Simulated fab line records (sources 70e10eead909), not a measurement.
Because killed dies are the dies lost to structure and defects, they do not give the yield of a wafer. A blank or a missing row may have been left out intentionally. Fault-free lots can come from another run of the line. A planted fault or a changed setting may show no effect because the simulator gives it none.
Which tool did it?    flow nand-harc    11 lots with 33 wafers sampled at 3 steps, on a route of 1302 steps

## WHAT THE GAUGES READ, wafer by wafer
NHARC_P_GATE_CD_MEAS_26: target cd 120 nm.
lot   measured      on         cd-nm (nm)
L716  day 5 08:46   cd-sem-02  119.7 120.3 119.6
L718  day 5 20:08   cd-sem-03  119.3 120.0 119.9
L719  day 6 01:05   cd-sem-02  120.2 120.0 120.2
L720  day 6 15:53   cd-sem-01  120.1 121.0 121.0
L724  day 8 05:43   cd-sem-02  119.3 119.3 119.5
L725  day 8 17:38   cd-sem-01  120.3 120.1 119.4
L726  day 9 09:23   cd-sem-02  120.1 120.3 120.0
L728  day 9 23:06   cd-sem-03  120.2 119.6 119.4
L734  day 12 12:25  cd-sem-02  91.1 90.7 91.2
L736  day 13 10:04  cd-sem-01  91.2 91.1 91.2
L739  day 14 11:53  cd-sem-02  120.5 120.5 120.3

## WHICH TOOL RAN EACH LOT (tool, then ch and the chambers of the sampled wafers, then the start)
lot   NHARC_P_GATE_DESCUM_13              NHARC_P_GATE_PEB_24
L716  rie-diel-06 ch 0,2,3, day 4 17:41   litho-track-04 ch 0, day 5 08:41
L718  rie-diel-04 ch 0,1,3, day 5 06:01   litho-track-06 ch 0, day 5 20:04
L719  rie-diel-06 ch 2,3, day 5 11:25     litho-track-04 ch 0, day 6 00:59
L720  rie-diel-06 ch 1,2, day 6 00:26     litho-track-01 ch 0, day 6 15:48
L724  rie-diel-08 ch 1,2,3, day 7 16:02   litho-track-04 ch 0, day 8 05:38
L725  rie-diel-08 ch 0,2, day 8 03:37     litho-track-04 ch 0, day 8 17:34
L726  rie-diel-08 ch 0,1, day 8 15:20     litho-track-01 ch 0, day 9 09:17
L728  rie-diel-06 ch 0,2,3, day 9 07:45   litho-track-06 ch 0, day 9 23:01
L734  rie-diel-08 ch 0,3, day 11 22:41    litho-track-04 ch 0, day 12 12:20
L736  rie-diel-04 ch 0,1,3, day 12 19:17  litho-track-04 ch 0, day 13 09:59
L739  rie-diel-08 ch 0,1,2, day 13 18:47  litho-track-01 ch 0, day 14 11:48
- NHARC_P_GATE_DESCUM_13: chemistry O2, time 3 s.
- NHARC_P_GATE_PEB_24: peb time 65 s.

## THE ANSWER, worked out from the rows above alone
Rule: the lots themselves supply what counts as usual. The widest of any qualifying gaps counts: lots, ordered by their means at a reading, are off when they make up no more than a third of the lots, leave a main group of 4 or more, and stand apart from it by 3 or more times the standard deviation of that group's means. A main group whose means are all the same, to the digits that the tables above print for the reading, isn't used. Also off: a lot with no number at a reading for which 4 or more lots have one. Where the step has rows for the other lots, those lots are counted as sound.
Off: L734, L736 (NHARC_P_GATE_CD_MEAS_26, cd-nm). Main group: mean 120.0 nm, sd 0.38.
If a tool, at a process step before that reading, ran all the lots that are off and no sound lot after the first of them, it fits. Those tools and the gauges at NHARC_P_GATE_CD_MEAS_26 are tried in the same way. One candidate fits, namely litho-track-04 at NHARC_P_GATE_PEB_24. A fault onset in the window from L725 (day 8 17:34, its last sound lot) to L734 (day 12 12:20, its first lot off) fits.

## WHAT THE SIMULATOR HAD INSERTED
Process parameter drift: litho-track-04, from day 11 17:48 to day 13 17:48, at NHARC_P_GATE_PEB_24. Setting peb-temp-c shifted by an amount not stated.
Struck lots among those shown: L734, L736. The rule given above showed the same thing.
